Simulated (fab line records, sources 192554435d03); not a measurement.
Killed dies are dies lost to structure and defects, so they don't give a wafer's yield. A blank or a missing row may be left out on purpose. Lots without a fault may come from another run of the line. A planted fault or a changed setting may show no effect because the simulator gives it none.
Chamber matching | flow n5_finfet | N5_FIN_SAQP_ETCH_52 on rie_diel-03: 3 sister chambers
The step etches SOC in N2/H2, target depth 100 nm, overetch 20 nm, time 150 s. 18 wafers are shown with their chamber, then 8 later ones without.

WAFERS WITH THEIR CHAMBER
wafer  | chamber | showerhead_plenum_p_Torr (Torr) | drypump_motor_current_A (A) | throttle_valve_pct (%)
L076.1 | 2       | 2.65                            | 5.5                         | 18.22
L076.4 | 3       | 2.44                            | 5.7                         | 17.98
L076.5 | 0       | 2.40                            | 5.3                         | 17.95
L077.2 | 0       | 2.40                            | 5.3                         | 17.94
L077.5 | 2       | 2.65                            | 5.5                         | 18.21
L077.6 | 0       | 2.40                            | 5.3                         | 17.94
L080.2 | 2       | 2.64                            | 5.5                         | 18.24
L080.3 | 3       | 2.44                            | 5.8                         | 18.00
L080.4 | 2       | 2.64                            | 5.5                         | 18.23
L081.4 | 3       | 2.44                            | 5.7                         | 18.00
L081.5 | 0       | 2.40                            | 5.3                         | 17.98
L081.6 | 2       | 2.64                            | 5.5                         | 18.23
L083.1 | 2       | 2.64                            | 5.5                         | 18.24
L083.2 | 3       | 2.43                            | 5.8                         | 18.01
L083.3 | 0       | 2.40                            | 5.3                         | 17.96
L085.1 | 2       | 2.64                            | 5.5                         | 18.24
L085.5 | 3       | 2.43                            | 5.8                         | 18.02
L085.6 | 2       | 2.64                            | 5.5                         | 18.25

SIGNATURES (means of the wafers above)
reading                  | chamber 0 | chamber 2 | chamber 3 | scatter within a chamber
showerhead_plenum_p_Torr | 2.4000    | 2.6425    | 2.4360    | 0.00424
drypump_motor_current_A  | 5.300     | 5.500     | 5.760     | 0.0283
throttle_valve_pct       | 17.9540   | 18.2325   | 18.0020   | 0.0145
Rule: a wafer's distance from a chamber is the root of the sum, over the readings, of the square of ((its reading less the chamber's mean) divided by the reading's scatter). The wafer belongs to the nearest chamber; if the next one is less than 2 further off, it can't be placed. The scatter: the root of (the sum of the squares of (reading less its chamber's mean) over the shown wafers, divided by (wafers less chambers)).

WAFERS WITHOUT THEIR CHAMBER
wafer  | showerhead_plenum_p_Torr (Torr) | drypump_motor_current_A (A) | throttle_valve_pct (%)
L089.1 | 2.63                            | 5.5                         | 18.24
L089.6 | 2.43                            | 5.8                         | 18.04
L090.1 | 2.43                            | 5.8                         | 18.02
L090.4 | 2.43                            | 5.8                         | 18.03
L090.6 | 2.63                            | 5.5                         | 18.26
L095.2 | 2.42                            | 5.8                         | 18.07
L095.3 | 2.63                            | 5.5                         | 18.28
L095.6 | 2.63                            | 5.5                         | 18.29

WHICH CHAMBER EACH WENT THROUGH
wafer  | from the rows above | in truth
L089.1 | 2                   | 2
L089.6 | 3                   | 3
L090.1 | 3                   | 3
L090.4 | 3                   | 3
L090.6 | 2                   | 2
L095.2 | 3                   | 3
L095.3 | 2                   | 2
L095.6 | 2                   | 2
Placed correctly: 8 of 8. Can't be placed from these rows: 0. Placed wrongly: 0.
